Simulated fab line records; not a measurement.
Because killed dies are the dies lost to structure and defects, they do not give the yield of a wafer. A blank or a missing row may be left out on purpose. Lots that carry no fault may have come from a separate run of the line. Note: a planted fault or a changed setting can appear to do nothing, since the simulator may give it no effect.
fab line records    flow n5Finfet
record lots=7  wafers=18  lastDay=17
route steps=1938 shown BEOL_M12@1615 BEOL_M15@1830 PASSIVATION@1936
lots untouched by any fault: they come from a run of this same line in which no faults occurred
startH: hours from the record's opening day to when the first of the lot's shown wafers began    waitH: hours from the lot's prior step to this one    " as in the row above    L1.1+2: a row that stands for several wafers    - no value, or no start was given    * or withheld: withheld    < > ~ a bound
route shown NAME@n: a module of which the file shows steps, and the number in the route of the first    usual: mean/standard deviation of fault-free wafers    same: alike in all rows    chamber/n: place in a boat    sites: per-site readings    _std_site: standard deviation across them    _edge_site: mean of outer sites minus mean of inner sites    radiusMm: how far each site lies from the wafer's centre    mask NAME#n: copy n    behind: the last tool/chamber to shape the wafer    hold: reason for holding the lot/hours on hold/outcome of the hold    device: the n, p or np transistor that did not switch    end of line: the tests these same wafers got at the end of their route    a step with no rows: only its recipe    killed: the dies lost at the first sort to structure and to defects; this is not the yield of the wafer    map: a wafer's dies, x killed, . not, _ none there
set.NAME: the run value of the setting; set.NAME@STEP: its run value at that earlier step    model.NAME: the simulator's own value behind a step, which no gauge read
route steps across a sampled set of lots; one table per step, one row per wafer
services: from which hour (startH, from the record's first day; less than 0 if before it) a tool's chamber was out of use, for how many hours, and why
## steps
# step N5_BEOL_M12_DESCUM_15
# recipe chemistry=O2  timeS=7.9  sourcePowerW=50  biasPowerW=20  pressureMtorr=20  rfFrequencyHz=2.712e+07  tempC=40  o2FlowSccm=225
# usual drypumpMotorCurrentA=5.6/0.47  oesProductAu=0.79/0.087  rfVppV=243.7/1.7  showerheadPlenumPTorr=2.12/0.083  throttleValvePct=20.40/0.23
lot.wafer  tool        chamber  startH  waitH  drypumpMotorCurrentA  oesProductAu  rfHoursCounterH  rfVppV  showerheadPlenumPTorr  throttleValvePct
L488.1     rieDiel-01  1        263.53  0.0    5.7                   0.68          237              241.3   1.99                   20.54
L488.2     "           2        "       "      5.1                   0.89          50               245.4   2.21                   20.45
L488.4     "           3        "       "      5.7                   0.71          226              245.3   2.12                   20.28
L490.2     rieDiel-04  2        270.47  0.0    5.1                   0.81          72               246.1   2.17                   19.98
L490.3     "           0        "       "      5.5                   0.85          49               245.5   2.22                   20.38
L493.3     rieDiel-04  1        289.79  0.0    5.8                   0.87          49               242.2   2.04                   20.34
L493.5     "           3        "       "      5.0                   0.70          -                241.4   1.98                   20.50
L494.4     rieDiel-03  2        291.06  0.0    6.0                   0.73          -                241.6   1.98                   20.41
L494.5     "           1        "       "      5.2                   0.82          -                244.4   2.20                   20.14
L499.2     rieDiel-03  2        329.00  0.0    6.0                   0.72          218              240.3   1.97                   20.44
L499.3     "           3        "       "      5.6                   0.95          11               242.4   2.11                   20.29
L499.5     "           0        "       "      6.2                   0.67          -                243.1   2.15                   20.86
L502.2     rieDiel-04  3        351.75  0.0    5.1                   0.69          238              240.3   1.98                   20.54
L502.4     "           0        "       "      5.5                   0.82          76               244.7   2.21                   20.42
L502.6     "           1        "       "      5.9                   0.84          -                242.8   2.03                   20.36
L505.2     rieDiel-04  1        369.21  0.3    5.8                   0.84          77               241.9   2.03                   20.37
L505.3     "           2        "       "      5.1                   0.78          107              245.2   2.16                   20.04
L505.4     "           0        "       "      5.5                   0.81          -                244.5   2.21                   20.43
# step N5_BEOL_M12_ETCH_59
# recipe chemistry=N2/H2  target=BARC  targetDepthA=890  overetchA=267  timeS=67.9  ionEnergyEv=200  pressureMtorr=30  sourceW=840  biasW=150  n2FlowSccm=200  h2FlowSccm=200
# usual drypumpMotorCurrentA=5.7/0.47  oesProductAu=0.67/0.07  rfVppV=525/3.2  showerheadPlenumPTorr=2.59/0.11  throttleValvePct=17.93/0.29
lot.wafer  tool        chamber  startH  waitH  drypumpMotorCurrentA  oesProductAu  rfHoursCounterH  rfVppV  showerheadPlenumPTorr  throttleValvePct
L488.1     rieDiel-01  1        263.57  0.0    5.7                   0.59          237              520     2.41                   18.05
L488.2     "           2        "       "      5.0                   0.76          50               527     2.71                   18.10
L488.4     "           3        "       "      5.7                   0.60          226              526     2.66                   18.25
L490.2     rieDiel-04  2        270.51  0.0    5.1                   0.69          72               529     2.66                   17.54
L490.3     "           0        "       "      5.6                   0.72          49               529     2.71                   17.97
L493.3     rieDiel-04  1        289.82  0.0    5.8                   0.74          49               523     2.47                   17.79
L493.5     "           3        "       "      5.0                   0.59          -                520     2.44                   18.15
L494.4     rieDiel-03  2        291.10  0.0    6.0                   0.62          -                521     2.40                   17.78
L494.5     "           1        "       "      5.2                   0.70          -                526     2.66                   17.46
L499.2     rieDiel-03  2        329.03  0.0    6.0                   0.61          218              522     2.40                   17.84
L499.3     "           3        "       "      5.6                   0.80          11               526     2.59                   17.86
L499.5     "           0        "       "      6.3                   0.58          -                527     2.62                   18.40
L502.2     rieDiel-04  3        351.78  0.0    5.0                   0.58          238              518     2.43                   18.20
L502.4     "           0        "       "      5.5                   0.70          76               527     2.70                   18.01
L502.6     "           1        "       "      5.9                   0.72          -                521     2.46                   17.83
L505.2     rieDiel-04  1        369.25  0.0    5.8                   0.71          77               521     2.46                   17.85
L505.3     "           2        "       "      5.1                   0.67          107              526     2.65                   17.61
L505.4     "           0        "       "      5.5                   0.69          -                529     2.69                   18.03
# step N5_BEOL_M12_STRIP_63
# recipe chemistry=N2/H2  powerW=1000  tempC=250  h2Frac=0.65  overashFraction=0.3  pressureMtorr=1000  n2FlowSccm=1750  h2FlowSccm=3250
# usual drypumpMotorCurrentA=5.9/0.4  heaterPowerW=329/32  oesProductAu=0.693/0.0041  stripTimeToEndpointS=42.6/1
lot.wafer  tool            chamber  startH  waitH  drypumpMotorCurrentA  heaterPowerW  oesProductAu  rfHoursCounterH  stripTimeToEndpointS
L488.1     plasmaAsher-02  0        263.82  -      6.0                   353           0.698         133              44.4
L488.2     "               1        "       "      5.6                   369           0.695         133              43.1
L488.4     "               1        "       "      5.6                   357           0.685         -                43.2
L490.2     plasmaAsher-02  0        270.76  -      5.9                   359           0.693         135              42.9
L490.3     "               0        "       "      5.9                   358           0.698         -                43.9
L493.3     plasmaAsher-01  0        290.09  -      5.6                   308           0.692         -                42.6
L493.5     "               1        "       "      6.5                   289           0.698         -                40.2
L494.4     plasmaAsher-02  0        291.35  -      6.0                   349           0.698         -                41.6
L494.5     "               0        "       "      6.0                   358           0.696         -                41.1
L499.2     plasmaAsher-01  1        329.28  -      6.5                   282           0.692         87               42.9
L499.3     "               0        "       "      5.5                   309           0.693         -                44.2
L499.5     "               0        "       "      5.5                   306           0.695         -                43.1
L502.2     plasmaAsher-02  0        352.03  -      6.0                   351           0.694         152              42.7
L502.4     "               0        "       "      5.9                   356           0.694         -                41.8
L502.6     "               1        "       "      5.6                   362           0.698         -                42.3
L505.2     plasmaAsher-01  0        369.50  -      5.5                   306           0.692         95               43.4
L505.3     "               1        "       "      6.5                   294           0.698         -                41.3
L505.4     "               0        "       "      5.5                   301           0.690         -                42.5
# step N5_BEOL_M12_TRENCH_ETCH_34
# recipe chemistry=C4F8/O2/Ar  target=SiOC  targetDepthA=3189.5  maskMaterial=SOC  pressureMtorr=30  sourceW=3000  biasW=700  Ar_flow_sccm=400  C4F8_flow_sccm=15  O2_flow_sccm=8  heInnerTorr=15  heOuterTorr=30  timeS=125.5  ionEnergyEv=250
# usual drypumpMotorCurrentA=5.6/0.46  oesProductAu=0.80/0.084  rfVppV=667/3.8  showerheadPlenumPTorr=3.47/0.14  throttleValvePct=24.25/0.15
lot.wafer  tool        chamber  startH  waitH  drypumpMotorCurrentA  oesProductAu  rfHoursCounterH  rfVppV  showerheadPlenumPTorr  throttleValvePct
L488.1     rieDiel-04  2        264.93  0.0    5.1                   0.82          70               671     3.62                   24.13
L488.2     "           0        "       "      5.5                   0.86          47               670     3.64                   24.37
L488.4     "           3        "       "      5.0                   0.70          210              664     3.27                   24.32
L490.2     rieDiel-04  0        271.87  0.0    5.6                   0.85          49               672     3.64                   24.37
L490.3     "           3        "       "      5.1                   0.70          212              663     3.27                   24.31
L493.3     rieDiel-04  0        291.19  0.0    5.5                   0.84          57               670     3.63                   24.36
L493.5     "           0        "       "      5.6                   0.85          -                670     3.63                   24.36
L494.4     rieDiel-04  2        292.44  0.0    5.1                   0.81          80               672     3.61                   24.15
L494.5     "           0        "       "      5.6                   0.84          -                670     3.63                   24.35
L499.2     rieDiel-03  2        330.29  0.0    6.0                   0.72          218              660     3.25                   24.21
L499.3     "           3        "       "      5.6                   0.96          12               668     3.50                   24.40
L499.5     "           3        "       "      5.6                   0.94          -                666     3.50                   24.40
L502.2     rieDiel-01  3        353.46  0.0    5.7                   0.97          1                667     3.49                   23.88
L502.4     "           2        "       "      5.0                   0.84          83               670     3.59                   24.39
L502.6     "           0        "       "      6.5                   0.74          -                666     3.46                   24.22
L505.2     rieDiel-04  0        370.67  0.0    5.6                   0.82          85               669     3.62                   24.40
L505.3     "           2        "       "      5.1                   0.77          108              669     3.60                   24.16
L505.4     "           0        "       "      5.6                   0.82          -                670     3.62                   24.40
# step N5_BEOL_M12_OCD_MEAS_35
# usual trenchDepthNm=321/5.6
lot.wafer  tool    chamber  startH  waitH  trenchDepthNm
L488.1     ocd-01  -        265.08  0.0    330
L488.2     "       -        "       "      324
L488.4     "       -        "       "      325
L490.2     ocd-01  -        272.02  0.0    258
L490.3     "       -        "       "      323
L493.3     ocd-01  -        291.35  0.0    318
L493.5     "       -        "       "      259
L494.4     ocd-02  -        292.59  0.0    326
L494.5     "       -        "       "      258
L499.2     ocd-01  -        330.45  0.0    322
L499.3     "       -        "       "      330
L499.5     "       -        "       "      328
L502.2     ocd-01  -        353.62  0.0    320
L502.4     "       -        "       "      319
L502.6     "       -        "       "      312
L505.2     ocd-02  -        370.83  0.0    325
L505.3     "       -        "       "      328
L505.4     "       -        "       "      325
# step N5_BEOL_M12_THK_MEAS_50
# recipe thkMeasGauge=xrf  reads=Cu_of_BEOL_M12_ECD_47
# usual M12_THK=325/6.1
lot.wafer  tool          chamber  startH  waitH  M12_THK[nm]
L488.1     filmMetro-02  -        267.27  -      332
L488.2     "             -        "       "      329
L488.4     "             -        "       "      326
L490.2     filmMetro-02  -        276.30  -      264
L490.3     "             -        "       "      328
L493.3     filmMetro-01  -        293.38  -      320
L493.5     "             -        "       "      260
L494.4     filmMetro-01  -        295.06  -      331
L494.5     "             -        "       "      261
L499.2     filmMetro-02  -        334.50  -      322
L499.3     "             -        "       "      331
L499.5     "             -        "       "      329
L502.2     filmMetro-02  -        357.72  -      325
L502.4     "             -        "       "      321
L502.6     "             -        "       "      316
L505.2     filmMetro-01  -        375.14  -      326
L505.3     "             -        "       "      327
L505.4     "             -        "       "      323
# step N5_BEOL_M12_RS_MEAS_54
# recipe thkMeasGauge=four-point-probe  reads=Cu_of_BEOL_M12_ECD_47+Ta_of_BEOL_M12_SPUTTER_44+TaN_of_BEOL_M12_SPUTTER_43
# usual M12_RS=0.0596/0.0011
lot.wafer  tool          chamber  startH  waitH  M12_RS[ohm/sq]
L488.1     filmMetro-02  -        267.40  0.0    0.0579
L488.2     "             -        "       "      0.0586
L488.4     "             -        "       "      0.0593
L490.2     filmMetro-02  -        276.42  0.0    0.0746
L490.3     "             -        "       "      0.0596
L493.3     filmMetro-02  -        293.51  0.0    0.0600
L493.5     "             -        "       "      0.0744
L494.4     filmMetro-01  -        295.18  0.0    0.0586
L494.5     "             -        "       "      0.0751
L499.2     filmMetro-01  -        334.62  0.0    0.0596
L499.3     "             -        "       "      0.0578
L499.5     "             -        "       "      0.0582
L502.2     filmMetro-01  -        357.84  0.0    0.0599
L502.4     "             -        "       "      0.0604
L502.6     "             -        "       "      0.0614
L505.2     filmMetro-02  -        375.26  0.0    0.0588
L505.3     "             -        "       "      0.0586
L505.4     "             -        "       "      0.0590
# step N5_BEOL_M15_RC_MEAS_101
# usual COMB_M10=1.5e-11/3.3e-12  COMB_M11=1.46e-11/2.8e-12  COMB_M13=5.4e-12/1.1e-12  COMB_M14=3.9e-12/1e-12  COMB_M15=3e-12/8e-13  COMB_M5=3.6e-11/7.3e-12  COMB_M6=2.7e-11/4.4e-12  COMB_M7=2.6e-11/5.2e-12  COMB_M7_max_site=3.7e-11/8.9e-12  COMB_M8=2.7e-11/5.3e-12  COMB_M9=1.52e-11/2.9e-12  SERP_M10=3.00/0.11  SERP_M11=3.12/0.096  SERP_M12=0.636/0.021  SERP_M12_max_site=0.649/0.023  SERP_M13=0.312/0.0068  SERP_M14=0.159/0.0059  SERP_M5=39.4/1.8  SERP_M6=13.6/0.64  SERP_M7=14.1/0.64  SERP_M7_max_site=14.7/0.69  SERP_M8=14.0/0.79  SERP_M9=3.09/0.09
lot.wafer  tool       chamber  startH  waitH  COMB_M10[S/m]  COMB_M11[S/m]  COMB_M13[S/m]  COMB_M14[S/m]  COMB_M15[S/m]  COMB_M5[S/m]  COMB_M6[S/m]  COMB_M7[S/m]  COMB_M7_max_site[S/m]  COMB_M8[S/m]  COMB_M9[S/m]  SERP_M10[ohm/um]  SERP_M11[ohm/um]  SERP_M12[ohm/um]  SERP_M12_max_site[ohm/um]  SERP_M13[ohm/um]  SERP_M14[ohm/um]  SERP_M5[ohm/um]  SERP_M6[ohm/um]  SERP_M7[ohm/um]  SERP_M7_max_site[ohm/um]  SERP_M8[ohm/um]  SERP_M9[ohm/um]
L488.1     prober-01  0        291.36  0.0    1.1e-11        1.72e-11       3.4e-12        3.1e-12        2.9e-12        3.8e-11       2.4e-11       1.8e-11       2.6e-11                3e-11         1.55e-11      2.90              2.91              0.594             0.612                      0.305             0.151             42.2             13.7             14.2             14.6                      13.1             3.23
L488.2     "          0        "       "      1.2e-11        1.73e-11       4.6e-12        2.8e-12        3e-12          4.2e-11       3e-11         2.9e-11       4.5e-11                3e-11         1.28e-11      3.16              2.98              0.646             0.673                      0.304             0.149             38.7             13.8             15.3             16.0                      13.3             3.09
L488.4     "          0        "       "      1.3e-11        1.95e-11       4.6e-12        3.5e-12        3.4e-12        2.8e-11       2.3e-11       2.2e-11       3.3e-11                1.9e-11       1.67e-11      2.98              3.08              0.607             0.620                      0.305             0.161             41.2             13.3             13.9             14.2                      13.3             3.09
L490.2     prober-02  0        292.16  0.5    1.6e-11        1.35e-11       5e-12          4.9e-12        3.6e-12        3.6e-11       2.8e-11       2.2e-11       3.4e-11                3.7e-11       1.34e-11      3.11              3.07              0.813             0.832                      0.311             0.164             43.7             14.3             14.4             14.7                      14.3             2.98
L490.3     "          0        "       "      1.1e-11        1.15e-11       7.4e-12        4.5e-12        3.6e-12        3.3e-11       1.9e-11       2.9e-11       3.7e-11                2.3e-11       1.28e-11      3.17              3.02              0.630             0.648                      0.316             0.161             37.6             13.0             12.8             13.3                      14.6             3.02
L493.3     prober-02  0        316.05  0.3    1.2e-11        1.79e-11       6.2e-12        5.2e-12        4.1e-12        4.2e-11       2.6e-11       2.8e-11       3.6e-11                3.5e-11       1.31e-11      3.01              3.19              0.642             0.654                      0.313             0.158             38.3             13.4             15.0             15.2                      14.4             3.19
L493.5     "          0        "       "      9e-12          1.52e-11       6.2e-12        3.9e-12        4.3e-12        3e-11         2.4e-11       2.3e-11       4.6e-11                3.3e-11       1.56e-11      3.07              3.10              0.823             0.833                      0.309             0.151             39.3             13.8             14.7             15.7                      14.4             3.14
L494.4     prober-01  0        316.87  0.5    9e-12          1.67e-11       5.6e-12        4.7e-12        3e-12          5.1e-11       2.9e-11       2.1e-11       2.9e-11                3.5e-11       1.31e-11      3.16              3.03              0.622             0.627                      0.326             0.152             38.9             14.4             14.1             14.8                      13.2             3.07
L494.5     "          0        "       "      1.4e-11        1.46e-11       5.2e-12        3.1e-12        2.4e-12        3.7e-11       2.9e-11       2e-11         2.6e-11                3.1e-11       1.15e-11      3.16              3.07              0.794             0.811                      0.318             0.170             39.8             13.2             13.1             13.6                      13.8             3.19
L499.2     prober-02  0        357.74  0.2    1.3e-11        1.5e-11        6.2e-12        5e-12          3e-12          2.7e-11       2.5e-11       2.6e-11       3.9e-11                2.1e-11       1.46e-11      2.90              3.27              0.631             0.652                      0.303             0.157             37.6             13.7             14.3             15.1                      13.8             2.99
L499.3     "          0        "       "      1.3e-11        1.27e-11       5.4e-12        4e-12          3.6e-12        3.4e-11       2.4e-11       2.9e-11       5e-11                  2.7e-11       1.19e-11      3.02              3.00              0.630             0.646                      0.322             0.163             37.7             12.8             12.9             13.0                      14.3             2.91
L499.5     "          0        "       "      1.3e-11        1.33e-11       4.9e-12        5.7e-12        3.4e-12        2.6e-11       2.1e-11       4e-11         5.3e-11                2.7e-11       1.33e-11      3.09              3.13              0.627             0.651                      0.299             0.163             38.1             13.1             14.5             15.1                      14.2             2.99
L502.2     prober-01  0        375.65  0.2    1.8e-11        1.4e-11        3.1e-12        3.6e-12        1.9e-12        4.1e-11       2.9e-11       1.8e-11       2.3e-11                1.6e-11       1.59e-11      3.06              3.27              0.665             0.683                      0.305             0.162             39.8             14.0             14.1             14.7                      14.8             3.18
L502.4     "          0        "       "      1.5e-11        1.02e-11       3.2e-12        3.3e-12        2.6e-12        3.1e-11       3e-11         2.5e-11       3.7e-11                3.4e-11       1e-11         2.96              3.14              0.644             0.656                      0.312             0.154             38.6             13.2             15.0             15.7                      13.5             3.13
L502.6     "          0        "       "      1.1e-11        1.73e-11       4.9e-12        3.5e-12        2.8e-12        3.7e-11       3.1e-11       2.2e-11       3.6e-11                2.3e-11       1.43e-11      2.86              3.28              0.653             0.672                      0.310             0.158             38.9             13.3             12.7             14.4                      13.6             3.02
L505.2     prober-01  0        401.61  0.2    1.6e-11        1.02e-11       3.1e-12        4e-12          1.7e-12        3.6e-11       2.2e-11       2.9e-11       3.3e-11                3.6e-11       1.6e-11       3.07              3.27              0.610             0.616                      0.311             0.151             41.0             13.3             14.4             15.0                      14.3             2.98
L505.3     "          0        "       "      1.2e-11        1.11e-11       4.9e-12        2.1e-12        2.3e-12        3.8e-11       2.1e-11       2.1e-11       3.3e-11                2.3e-11       9.8e-12       3.11              3.11              0.626             0.650                      0.308             0.161             42.4             13.3             14.9             15.5                      14.5             3.19
L505.4     "          0        "       "      1.1e-11        1.11e-11       4.4e-12        3.1e-12        1.5e-12        3.5e-11       2.8e-11       2.9e-11       4.5e-11                2.3e-11       1.23e-11      3.07              3.18              0.637             0.648                      0.324             0.153             38.1             14.3             13.9             14.4                      13.5             3.09
# sites SERP_M12 radiusMm=0,75,75,75,75,140,140,140,140
L488.1 0.592 0.593 0.597 0.594 0.590 0.612 0.594 0.605 0.602
L490.2 0.814 0.795 0.791 0.787 0.830 0.821 0.799 0.813 0.832
L493.3 0.624 0.642 0.627 0.617 0.626 0.644 0.649 0.654 0.649
L494.4 0.618 0.624 0.622 0.626 0.613 0.608 0.612 0.623 0.627
L499.2 0.623 0.626 0.629 0.639 0.630 0.637 0.652 0.631 0.652
L502.2 0.663 0.683 0.668 0.657 0.674 0.665 0.659 0.665 0.680
L505.2 0.611 0.616 0.604 0.597 0.604 0.611 0.605 0.610 0.612
# step N5_PASSIVATION_PROBE_49
# usual defectLimitedYield=91.4/1.6  killed_at_M0_to_M3=31/11  killed_at_M4_up=14/5.7  killedAtContacts=12/6  killedAtFrontEnd=41/13  killedAtOther=3.3/2.8  killedDies=101/19  killedOpen=67/14  killedShort=33/8.2  sort_bin_5_function=5.0/1.1  sort_bin_6_memory=3.3/0.74  sortNPass=1078/20  sortYieldPct=91.3/1.7
# same grossDies=1180  killedAtBackSide=0  sort_bin_4_leakage[%]=0  sort_bin_8_speed[%]=0
lot.wafer  tool       chamber  startH  waitH  defectLimitedYield[%]  killed_at_M0_to_M3  killed_at_M4_up  killedAtContacts  killedAtFrontEnd  killedAtOther  killedDies  killedOpen  killedShort  sort_bin_5_function[%]  sort_bin_6_memory[%]  sortNPass  sortYieldPct[%]
L488.1     prober-02  -        306.35  0.0    91.5                   33                  3                13                51                0              100         55          45           5.0                     3.2                   1080       91.5
L488.2     prober-02  -        306.40  0.1    91.9                   28                  14               15                39                0              96          63          30           4.6                     3.2                   1084       91.9
L488.4     prober-02  -        306.50  0.2    94.3                   23                  3                11                29                1              67          44          23           2.7                     2.6                   1113       94.3
L490.3     prober-01  -        307.78  0.1    88.9                   46                  11               20                47                7              131         95          35           5.3                     5.3                   1049       88.9
L493.3     prober-02  -        328.55  0.1    88.9                   60                  20               13                37                1              131         98          31           6.8                     4.1                   1049       88.9
L493.5     prober-02  -        328.65  0.2    89.7                   48                  12               29                21                11             121         75          44           5.8                     4.1                   1059       89.7
L494.4     prober-02  -        334.56  0.2    91.9                   35                  15               5                 38                3              96          63          31           5.1                     2.9                   1084       91.9
L494.5     prober-02  -        334.61  0.2    93.1                   30                  12               6                 32                1              81          49          32           3.6                     2.7                   1099       93.1
L502.2     prober-01  -        392.06  0.1    90.9                   31                  13               9                 46                8              107         67          38           4.9                     3.6                   1073       90.9
L502.4     prober-01  -        392.16  0.2    89.1                   40                  17               16                49                7              129         86          40           5.3                     5.1                   1051       89.1
L502.6     prober-01  -        392.26  0.3    90.0                   22                  8                25                60                3              118         87          31           6.8                     3.0                   1062       90.0
# killed by level:class
L488.1 FIN_SAQP:geometricParticle:short=12 STI_FIN_REVEAL:geometricParticle:open=12 MOL_CONTACT_COAG:geometricParticle:open=8 BEOL_M2:geometricParticle:open=8 BEOL_M0_SAQP:geometricParticle:short=6 GATE_CUT:geometricParticle:short=6 BEOL_M0_SAQP:geometricParticle:open=6 MOL_CONTACT_COAG:geometricParticle:short=5
L488.2 MOL_CONTACT_COAG:geometricParticle:open=13 BEOL_M1:geometricParticle:open=10 FIN_SAQP:geometricParticle:open=7 BEOL_M4:geometricParticle:open=7 FIN_SAQP:geometricParticle:short=6 STARTING-WAFER:geometricParticle:short=5 STI_FIN_REVEAL:geometricParticle:open=4 DUMMY_GATE:geometricParticle:open=4
L488.4 MOL_CONTACT_COAG:geometricParticle:open=10 BEOL_M3:geometricParticle:open=8 DUMMY_GATE:geometricParticle:open=7 FIN_SAQP:geometricParticle:short=4 BEOL_M0_SAQP:geometricParticle:short=4 STARTING-WAFER:geometricParticle:open=4 STI_FIN_REVEAL:geometricParticle:open=3 GATE_CUT:geometricParticle:short=3
L490.3 MOL_CONTACT_COAG:geometricParticle:open=17 FIN_SAQP:geometricParticle:open=13 FIN_SAQP:geometricParticle:short=11 BEOL_M2:geometricParticle:open=11 BEOL_M0_SAQP:geometricParticle:open=9 BEOL_M3:geometricParticle:open=9 STI_FIN_REVEAL:geometricParticle:open=6 DUMMY_GATE:geometricParticle:open=5
L493.3 FIN_SAQP:geometricParticle:open=18 BEOL_M1:geometricParticle:open=12 MOL_CONTACT_COAG:geometricParticle:open=11 BEOL_M0_SAQP:geometricParticle:open=10 BEOL_M2:geometricParticle:open=10 BEOL_M3:geometricParticle:open=8 BEOL_M0_SAQP:geometricParticle:short=6 BEOL_M1:geometricParticle:short=6
L493.5 MOL_CONTACT_COAG:geometricParticle:open=25 BEOL_M2:geometricParticle:open=16 BEOL_M2:geometricParticle:short=8 BEOL_M1:geometricParticle:short=7 BEOL_M0_SAQP:geometricParticle:open=5 MOL_CONTACT_COAG:geometricParticle:short=4 BEOL_M0_SAQP:geometricParticle:short=4 STARTING-WAFER:geometricParticle:open=4
L494.4 DUMMY_GATE:geometricParticle:open=8 BEOL_M0_SAQP:geometricParticle:open=8 BEOL_M1:geometricParticle:open=8 STI_FIN_REVEAL:geometricParticle:open=6 BEOL_M4:geometricParticle:open=6 FIN_SAQP:geometricParticle:open=5 ILD0:geometricParticle:short=5 BEOL_M0_SAQP:geometricParticle:short=5
L494.5 BEOL_M0_SAQP:geometricParticle:short=9 BEOL_M1:geometricParticle:open=8 STI_FIN_REVEAL:geometricParticle:open=7 GATE_CUT:geometricParticle:short=6 BEOL_M0_SAQP:geometricParticle:open=6 MOL_CONTACT_COAG:geometricParticle:open=5 FIN_SAQP:geometricParticle:short=3 DUMMY_GATE:geometricParticle:open=3
L502.2 FIN_SAQP:geometricParticle:open=11 STI_FIN_REVEAL:geometricParticle:open=10 MOL_CONTACT_COAG:geometricParticle:open=8 FIN_SAQP:geometricParticle:short=7 BEOL_M2:geometricParticle:open=7 BEOL_M0_SAQP:geometricParticle:short=6 GATE_CUT:geometricParticle:open=5 PAD_METAL:geometricParticle:short=5
L502.4 STI_FIN_REVEAL:geometricParticle:open=18 MOL_CONTACT_COAG:geometricParticle:open=14 STI_FIN_REVEAL:geometricParticle:short=11 BEOL_M2:geometricParticle:open=11 BEOL_M0_SAQP:geometricParticle:short=9 BEOL_M4:geometricParticle:open=8 FIN_SAQP:geometricParticle:open=5 BEOL_M0_SAQP:geometricParticle:open=5
L502.6 MOL_CONTACT_COAG:geometricParticle:open=23 FIN_SAQP:geometricParticle:open=15 STI_FIN_REVEAL:geometricParticle:open=14 GATE_CUT:geometricParticle:short=9 BEOL_M0_SAQP:geometricParticle:open=9 DUMMY_GATE:geometricParticle:open=8 BEOL_M3:geometricParticle:open=5 BEOL_M4:geometricParticle:open=5
## services
tool        chamber  startH  hours  kind
rieDiel-03  3        280.33  -      clean
rieDiel-03  3        280.33  -      consumableReplace:focusRing
rieDiel-03  3        280.33  19.1   scheduledDown
rieDiel-03  3        280.33  19.1   ventCycle
rieDiel-01  2        299.64  2.8    repair
rieDiel-01  1        302.48  -      clean
rieDiel-01  1        302.48  -      consumableReplace:focusRing
rieDiel-01  1        302.48  -      consumableReplace:showerhead
rieDiel-01  1        302.48  17.3   scheduledDown
rieDiel-01  1        302.48  17.3   ventCycle
rieDiel-01  3        329.51  -      clean
rieDiel-01  3        329.51  -      consumableReplace:focusRing
rieDiel-01  3        329.51  22.1   scheduledDown
rieDiel-01  3        329.51  22.1   ventCycle
rieDiel-03  0        334.66  -      clean
rieDiel-03  0        334.66  -      consumableReplace:focusRing
rieDiel-03  0        334.66  15.4   scheduledDown
rieDiel-03  0        334.66  15.4   ventCycle
rieDiel-04  3        366.32  7.2    repair
## key
firstSign step=N5_BEOL_M12_OCD_MEAS_35  reading=trenchDepthNm  direction=down  sigmas=11  usual=321  struck=258
effect step=N5_BEOL_M12_THK_MEAS_50  reading=M12_THK  direction=down  sigmas=10  usual=325  struck=261
effect step=N5_BEOL_M12_RS_MEAS_54  reading=M12_RS  direction=up  sigmas=14  usual=0.0596  struck=0.0747
effect step=N5_BEOL_M15_RC_MEAS_101  reading=SERP_M12  direction=up  sigmas=8.1  usual=0.636  struck=0.810
metAt N5_BEOL_M12_TRENCH_ETCH_34
struckLots L490,L493,L494
struckWafers L490.2,L493.5,L494.5
notActingAt N5_BEOL_M12_DESCUM_15,N5_BEOL_M12_ETCH_59,N5_BEOL_M12_STRIP_63
onsetBetween 264.93 271.87
fault kind=processParameterDrift  tool=rieDiel-04  chamber=-  onsetH=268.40  steps=N5_BEOL_M12_TRENCH_ETCH_34  channel=timeS  offset=*  shape=step  endH=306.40  scope=struckWafersOnly  actsIn=*  stated=*
